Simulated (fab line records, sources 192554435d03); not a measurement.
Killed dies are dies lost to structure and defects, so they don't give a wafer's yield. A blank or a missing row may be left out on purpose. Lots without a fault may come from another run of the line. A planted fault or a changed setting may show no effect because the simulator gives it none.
A struck lot beside a sound one | flow n5_finfet | 38 steps out of a route of 1938
Sound: wafers L890.2, L890.4, L890.6. Struck: wafers L883.3, L883.4, L883.5. The cause comes at the end.
At each step with rows: each side's tool, then ch and its chambers, then its first start. Under that, the readings that differ: sound wafers | struck wafers | difference of the means | sigmas: that difference in standard deviations of wafers without a fault.
alike: readings whose means differ by less than 2 such deviations, and words and numbers that are the same on both sides. not compared: withheld readings, readings that some wafer has no value for, bounds like >300 that may hide the same value, and numbers for which the record gives no deviation and whose values overlap.
The two part at a step that has a row with sigmas, a row that says differs or no value, or rows on one side only. Numbers that don't overlap but have no deviation are shown without sigmas and don't part them. A reading that every wafer of one side lacks parts them only if that side has two wafers or more.

first, 9 steps without rows for these wafers: N5_BEOL_M1_ANNEAL_95 (time 240 s); N5_BEOL_M1_SPUTTER_96 (material Cu, target thk 4.5 nm, time 8.29 s); N5_BEOL_M1_ECD_50 (material Cu, target thk 300 nm); N5_BEOL_M1_ANNEAL_51 (time 90 s); N5_BEOL_M1_CMP_52 (polishes, stops on SiOC, t overpolish 6.8 s, target thk 40 nm); N5_BEOL_M1_PRE_CLEAN_60 (time 15 s); N5_BEOL_M1_CO_CAP_55 (material Co, precursor CCTBA/H2, target thk 2 nm, time 102.1 s); N5_BEOL_M1_PRE_CLEAN_56 (time 15 s); N5_BEOL_M1_DEP_57 (deposits SiCN from 3MS/NH3, target thk 8 nm, time 14 s).
N5_BEOL_M2_ILD_DEP_00: deposits SiOC from DEMS/O2, target thk 79 nm, time 15.3 s.
  sound on pecvd-04 ch 0,1,2, day 10 19:13; struck on pecvd-03 ch 0,1,2, day 9 14:55
  alike: heater_power_w, showerhead_plenum_p_Torr, throttle_valve_pct
N5_BEOL_M2_THK_MEAS_01:
  sound on film_metro-01, day 10 19:17; struck on film_metro-02, day 9 14:59
  reading         | sound          | struck            | difference | sigmas
  M2_ILD_THK (nm) | 78.0 80.8 78.8 | 156.7 158.6 159.7 | +79.1      | +91
then, 24 steps without rows for these wafers: N5_BEOL_M2_PECVD_72 (deposits SiO2 from TEOS/O2, target thk 16 nm, time 18 s); N5_BEOL_M2_HM_DEP_02 (deposits TiN, target thk 20 nm); N5_BEOL_M2_COAT_61 (time 60 s, resist thk 60 nm); N5_BEOL_M2_COAT_62 (time 60 s, resist thk 12 nm); N5_BEOL_M2_COAT_73 (time 60 s, resist thk 5 nm); N5_BEOL_M2_COAT_05 (resist thk 30 nm); N5_BEOL_M2_EBR_07; N5_BEOL_M2_SOFTBAKE_06 (time 60 s); N5_BEOL_M2_EXPOSE_08 (exposes mask M2); N5_BEOL_M2_PEB_09 (peb time 60 s); N5_BEOL_M2_DEVELOP_10 (develop time 30 s); N5_BEOL_M2_DESCUM_16 (chemistry O2, time 7 s); N5_BEOL_M2_ETCH_74 (etches underlayer in N2/H2, target depth 6.5 nm, time 5.2 s); N5_BEOL_M2_ETCH_63 (etches SiARC in CF4, target depth 15.6 nm, time 26 s); N5_BEOL_M2_ETCH_64 (etches SOC in N2/H2, target depth 75 nm, overetch 22.5 nm, time 121.9 s); N5_BEOL_M2_STRIP_65 (strips in N2/H2); N5_BEOL_M2_STRIP_75 (strips in N2/H2); N5_BEOL_M2_STRIP_66 (strips in CF4); N5_BEOL_M2_HM_OPEN_17 (chemistry Cl2/BCl3, target TiN, target depth 20 nm, overetch 6 nm); N5_BEOL_M2_STRIP_19 (strips in O2); N5_BEOL_M2_COAT_67 (time 60 s, resist thk 60 nm); N5_BEOL_M2_COAT_68 (time 60 s, resist thk 12 nm); N5_BEOL_M2_COAT_76 (time 60 s, resist thk 5 nm); N5_BEOL_M2_COAT_22 (resist thk 30 nm).
N5_BEOL_M2_CMP_52: polishes, stops on SiOC, t overpolish 6.8 s, target thk 40 nm.
  sound on cmp-03 ch 1,2, day 12 03:53; struck on cmp-01 ch 0,2,3, day 10 09:15
  reading                                      | sound        | struck            | difference | sigmas
  model.SiOC_of_BEOL_M2_ILD_DEP_00.thk_nm (nm) | 75 77.8 75.8 | 153.8 155.6 156.6 | +79.1      |
  alike: barrier_field_endpoint_s, head_pressure_psi, motor_current_A, overpolish_run_s, slurry_filter_dp_kPa, time_to_endpoint_s
N5_BEOL_M4_RC_MEAS_101:
  the record has rows for the sound wafers here (prober-02 ch 0, day 13 14:23) and none for the struck ones
-- the record jumps here: 6 days lie between the struck wafers' starts before and after (it left off in module BEOL_M4 and takes up again in module PASSIVATION, whose first step shown is number 1936 of the route) --
N5_PASSIVATION_PROBE_49:
  sound on prober-02, day 18 14:40; struck on prober-01, day 16 14:31
  reading                  | sound          | struck         | difference | sigmas
  defect_limited_yield (%) | 94.9 93.5 92.5 | 0 0 0          | -94        | -62
  killed_at_M0_to_M3       | 26 25 19       | 1109 1130 1140 | +1103      | +92
  killed_dies              | 60 77 88       | 1180 1180 1180 | +1105      | +65
  killed_on_rim            | 11 11 12       | 152 152 152    | +141       | +33
  sort_bin_5_function (%)  | 2.7 3.6 5.2    | 97.1 96.2 96.4 | +92.7      | +93
  sort_n_pass              | 1120 1103 1092 | 0 0 0          | -1105      | -65
  sort_yield_pct (%)       | 94.9 93.5 92.5 | 0 0 0          | -94        | -62
  alike: killed_at_M4_up, killed_at_contacts, killed_at_front_end, killed_at_other, killed_open, killed_short, sort_bin_6_memory

WHERE THEY PART
First at N5_BEOL_M2_THK_MEAS_01; last, within this record, at N5_PASSIVATION_PROBE_49.

WHY: what the simulator had put in
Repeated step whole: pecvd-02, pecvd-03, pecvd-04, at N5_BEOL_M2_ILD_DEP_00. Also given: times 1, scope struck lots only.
